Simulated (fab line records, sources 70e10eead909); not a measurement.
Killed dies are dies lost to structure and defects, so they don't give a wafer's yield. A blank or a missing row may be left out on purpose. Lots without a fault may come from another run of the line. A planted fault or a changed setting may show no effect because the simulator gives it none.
Which tool did it? | flow nand_harc | 13 lots, 39 wafers sampled, at 5 steps of a route of 1302

WHAT THE GAUGES READ, wafer by wafer
NHARC_THIN_TSV_THK_MEAS_02: measures by ir. Usual: thk_nm 2989 nm, standard deviation 240.
lot  | measured     | on            | thk_nm (nm)    | flag
L417 | day 24 08:22 | film_metro-02 | 2688 2943 2630 |
L416 | day 24 11:27 | film_metro-01 | 2959 3182 3276 |
L419 | day 24 12:40 | film_metro-01 | 2873 3026 3119 |
L420 | day 24 15:54 | film_metro-02 | 2755 2723 2665 |
L422 | day 25 07:08 | film_metro-01 | 2791 2998 3240 |
L421 | day 25 11:43 | film_metro-01 | 3225 2880 3146 |
L426 | day 27 05:06 | film_metro-02 | 3311 3472 3581 |
L425 | day 27 15:48 | film_metro-01 | 3017 2914 3312 |
L428 | day 28 10:39 | film_metro-01 | 3109 2681 2737 |
L434 | day 30 17:28 | film_metro-01 | 2986 3146 3338 |
L436 | day 31 03:33 | film_metro-02 | 3002 2868 2732 |
L438 | day 33 21:28 | film_metro-01 | 3114 2741 2882 |
L437 | day 33 18:56 | film_metro-02 | 3225 3373 3113 |

NHARC_THIN_TSV_CD_MEAS_16. Usual: cd_nm 1000.6 nm, standard deviation 1.6.
lot  | measured     | on        | cd_nm (nm)           | flag
L417 | day 24 10:16 | cd_sem-01 | 999.7 999.2 999.9    |
L416 | day 24 13:51 | cd_sem-03 | 999.5 1001.9 1000.7  |
L419 | day 24 14:43 | cd_sem-01 | 1001.0 999.0 1000.2  |
L420 | day 24 17:49 | cd_sem-01 | 999.8 1002.9 1003.4  |
L422 | day 25 09:08 | cd_sem-02 | 999.5 1001.7 1000.0  |
L421 | day 25 13:36 | cd_sem-02 | 998.6 997.7 999.3    |
L426 | day 27 07:15 | cd_sem-01 | 998.4 1000.5 1002.3  |
L425 | day 27 17:49 | cd_sem-02 | 1000.3 1000.8 1000.9 |
L428 | day 28 12:32 | cd_sem-02 | 1000.4 998.1 1001.7  |
L434 | day 30 19:42 | cd_sem-02 | 999.3 1001.6 1000.8  |
L436 | day 31 05:34 | cd_sem-01 | 1003.0 999.7 1001.8  |
L438 | day 33 23:28 | cd_sem-03 | 1000.0 999.5 999.8   |
L437 | day 33 20:58 | cd_sem-02 | 1002.1 1001.5 1002.4 |

NHARC_END_SORT_01. Usual: killed_at_array 41, standard deviation 10; killed_at_other 0.8, standard deviation 0.91; killed_at_periphery 4.2, standard deviation 2.9; killed_dies 46, standard deviation 10; killed_open 3.5, standard deviation 2.1; killed_short 2.5, standard deviation 1.6.
lot  | measured     | on        | killed_at_array | killed_at_other | killed_at_periphery | killed_dies | killed_open | killed_short | flag
L422 | day 26 00:31 | prober-01 | 28 26 32        | 1 0 1           | 1 4 2               | 30 30 35    | 3 7 3       | 1 0 4        |
L428 | day 29 00:52 | prober-02 | 32 257 38       | 3 2 0           | 1 3 2               | 36 262 40   | 0 2 4       | 2 3 0        | OFF
L434 | day 31 09:58 | prober-01 | 52 55 47        | 1 1 0           | 8 6 2               | 61 62 49    | 5 1 4       | 3 5 1        |

WHICH TOOL RAN EACH LOT (tool, then ch and the chambers of the sampled wafers, then the start)
lot  | NHARC_A_STAIRCASE_CMP_450     | NHARC_THIN_TSV_PRE_CLEAN_54
L417 | cmp-02 ch 0,2, day 19 14:25   | pvd_sputter-01, day 24 14:07
L416 | cmp-02 ch 0,1,3, day 19 22:32 | pvd_sputter-02, day 24 17:44
L419 | cmp-01 ch 0,1,2, day 20 01:04 | pvd_sputter-03, day 24 18:35
L420 | cmp-04 ch 0,1,3, day 20 01:11 | pvd_sputter-02, day 24 21:46
L422 | cmp-01 ch 1,2,3, day 20 15:22 | pvd_sputter-03, day 25 13:02
L421 | cmp-04 ch 0,1, day 21 02:32   | pvd_sputter-01, day 25 17:29
L426 | cmp-01 ch 0,1,2, day 22 18:23 | pvd_sputter-01, day 27 11:16
L425 | cmp-02 ch 0,1,2, day 22 23:17 | pvd_sputter-03, day 27 21:56
L428 | cmp-04 ch 0,1,2, day 23 14:40 | pvd_sputter-01, day 28 16:25
L434 | cmp-01 ch 1,3, day 25 17:24   | pvd_sputter-02, day 30 23:38
L436 | cmp-01 ch 1,2,3, day 26 15:31 | pvd_sputter-03, day 31 09:25
L438 | cmp-01 ch 1,2, day 28 01:59   | pvd_sputter-01, day 34 03:22
L437 | cmp-01 ch 1,2,3, day 28 22:58 | pvd_sputter-03, day 34 00:58
- NHARC_A_STAIRCASE_CMP_450: polishes SiO2, target thk 200 nm.
- NHARC_THIN_TSV_PRE_CLEAN_54: time 30 s.

WHAT THE TOOLS THEMSELVES READ (means of the sampled wafers that have a number; where no wafer has one, the mark that the record gives instead)
NHARC_A_STAIRCASE_CMP_450. Usual: edge_zone_pressure_frac 1.000, standard deviation 0.0045; motor_current_A 11.9 A, standard deviation 1.1; slurry_filter_dp_kPa 13.50 kPa, standard deviation 0.12.
lot  | tool   | edge_zone_pressure_frac | motor_current_A (A) | slurry_filter_dp_kPa (kPa) | flag
L417 | cmp-02 | 0.997                   | 11.1                | 13.43                      |
L416 | cmp-02 | 0.999                   | 11.8                | 13.42                      |
L419 | cmp-01 | 1.001                   | 12.4                | 13.60                      |
L420 | cmp-04 | 1.001                   | 11.9                | 13.46                      |
L422 | cmp-01 | 0.998                   | 11.5                | 13.48                      |
L421 | cmp-04 | 1.003                   | 12.0                | 13.44                      |
L426 | cmp-01 | 1.000                   | 12.5                | 13.35                      |
L425 | cmp-02 | 1.000                   | 11.8                | 13.62                      |
L428 | cmp-04 | 1.000                   | 11.4                | 13.52                      |
L434 | cmp-01 | 0.999                   | 11.0                | 13.34                      |
L436 | cmp-01 | 0.995                   | 11.3                | 13.55                      |
L438 | cmp-01 | 1.003                   | 12.1                | 13.57                      |
L437 | cmp-01 | 1.000                   | 11.3                | 13.47                      |

NHARC_THIN_TSV_PRE_CLEAN_54. Usual: heater_power_w 411 W, standard deviation 41.
lot  | tool           | heater_power_w (W) | flag
L417 | pvd_sputter-01 | 414                |
L416 | pvd_sputter-02 | 415                |
L419 | pvd_sputter-03 | 388                |
L420 | pvd_sputter-02 | 430                |
L422 | pvd_sputter-03 | 411                |
L421 | pvd_sputter-01 | 383                |
L426 | pvd_sputter-01 | 377                |
L425 | pvd_sputter-03 | 434                |
L428 | pvd_sputter-01 | 396                |
L434 | pvd_sputter-02 | 416                |
L436 | pvd_sputter-03 | 416                |
L438 | pvd_sputter-01 | 393                |
L437 | pvd_sputter-03 | 391                |

THE ANSWER, worked out from the rows above alone
Rule: a lot is off if the mean of its wafers that have a number lies more than 3 standard deviations from the usual mean. A lot without any number at a reading at which 4 lots or more have one is off too. The other lots that the step has rows for count as sound. The gauges are gone through in route order, then the tools' own readings, and for those a lot's mean is taken as printed above. The first step at which some lot is off is used, and at that step the reading that is off furthest; a lot without a number counts as furthest.
Off: L428, at NHARC_END_SORT_01 (killed_at_array). Neither off nor sound, because the step has no rows for them: L417, L416, L419, L420, L421, L426, L425, L436, L438, L437.
A tool fits if, at a process step before that reading, it ran every lot that is off, and no sound lot after the first of them. The gauges at NHARC_END_SORT_01 are tried like those tools. Can't be told from this: 3 tools fit, cmp-04 at NHARC_A_STAIRCASE_CMP_450, pvd_sputter-01 at NHARC_THIN_TSV_PRE_CLEAN_54, prober-02 at NHARC_END_SORT_01.

WHAT THE SIMULATOR HAD PUT IN
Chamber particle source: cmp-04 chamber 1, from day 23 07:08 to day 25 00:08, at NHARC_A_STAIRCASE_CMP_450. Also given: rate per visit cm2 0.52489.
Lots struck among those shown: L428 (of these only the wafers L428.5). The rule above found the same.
